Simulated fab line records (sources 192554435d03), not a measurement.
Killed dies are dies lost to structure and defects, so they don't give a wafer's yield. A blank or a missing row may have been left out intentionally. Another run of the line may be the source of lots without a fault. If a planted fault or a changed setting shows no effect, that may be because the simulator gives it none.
One fault through the eyes of 2 desks | flow n5_finfet | only its own numbers are on each desk; what lay behind them is given at the end

== THE METROLOGY DESK ==
What the gauges read, lot by lot, whatever tool the lot ran on: means of the sampled wafers that have a number. Any lot whose mean is over 4 standard deviations away from the usual mean is out of limits and marked OUT; that distance is given in the brackets.
Columns: A = M8_ILD_THK at N5_BEOL_M8_THK_MEAS_01, usual 155.2 nm
lot  | first seen here | A
L995 | day 9 01:18     | 152.1
L994 | day 9 06:37     | 156.8
L996 | day 9 18:41     | 155.8
L100 | day 10 12:05    | 153.9
L101 | day 10 12:56    | 159.0
L102 | day 10 20:56    | 155.7
L106 | day 12 15:29    | 154.5
L109 | day 13 09:08    | 156.1
L111 | day 13 09:41    | 154.5
L112 | day 13 12:53    | 157.2
L116 | day 14 18:22    | 157.3
This desk's finding: nothing out of limits on any of the 11 lots.

== TOOL OWNER'S DESK, rie_diel-03 ==
The tool's own readings at N5_BEOL_M8_ETCH_61 (etches SiARC in CF4, target depth 45.5 nm, time 75.8 s): means of the sampled wafers that have a number, for each lot that ran on this tool. Any lot whose mean is over 4 standard deviations away from the usual mean is out of limits and marked OUT; that distance is given in the brackets.
Columns: A = bias_w at N5_BEOL_M8_ETCH_61, usual 36.00 W; B = drypump_motor_current_A at N5_BEOL_M8_ETCH_61, usual 5.6 A; C = etch_rf_on_time_s at N5_BEOL_M8_ETCH_61, usual 75.7 s; D = oes_product_au at N5_BEOL_M8_ETCH_61, usual 0.69 a.u.; E = rf_vpp_V at N5_BEOL_M8_ETCH_61, usual 184.0 V; F = showerhead_plenum_p_Torr at N5_BEOL_M8_ETCH_61, usual 2.13 Torr; G = throttle_valve_pct at N5_BEOL_M8_ETCH_61, usual 15.63 %
lot  | first seen here | A               | B   | C    | D    | E               | F    | G
L995 | day 9 01:55     | 35.90           | 5.5 | 73.2 | 0.70 | 184.9           | 2.19 | 15.73
L994 | day 9 08:26     | 35.92           | 5.5 | 72.8 | 0.69 | 184.4           | 2.19 | 15.71
L102 | day 10 23:45    | 35.98           | 5.6 | 73.2 | 0.76 | 183.9           | 2.16 | 15.51
L111 | day 13 11:44    | 27.99 (-73) OUT | 5.7 | 81.9 | 0.74 | 156.4 (-28) OUT | 2.13 | 15.49
L112 | day 13 14:10    | 27.82 (-74) OUT | 5.6 | 79.4 | 0.74 | 156.8 (-27) OUT | 2.15 | 15.52
This desk's finding: out of limits on L111, L112; first on L111, day 13 11:44 (bias_w at N5_BEOL_M8_ETCH_61). In limits: L995, L994, L102.

== TAKEN TOGETHER ==
An alarm could have come from the tool owner's desk at day 13 11:44, on L111, L112.
Nothing out of limits was seen by the metrology desk.
The metrology desk has L111, L112 on record, within its limits.
All the named lots went through N5_BEOL_M8_ETCH_61 on rie_diel-03.

== WHAT THE SIMULATOR HAD INSERTED ==
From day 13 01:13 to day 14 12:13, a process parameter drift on rie_diel-03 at N5_BEOL_M8_ETCH_61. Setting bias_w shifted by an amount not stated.
Struck lots among those shown: L111, L112.
Time in hours from fault onset to the first out-of-limits reading at each desk: the tool owner's desk, 11.
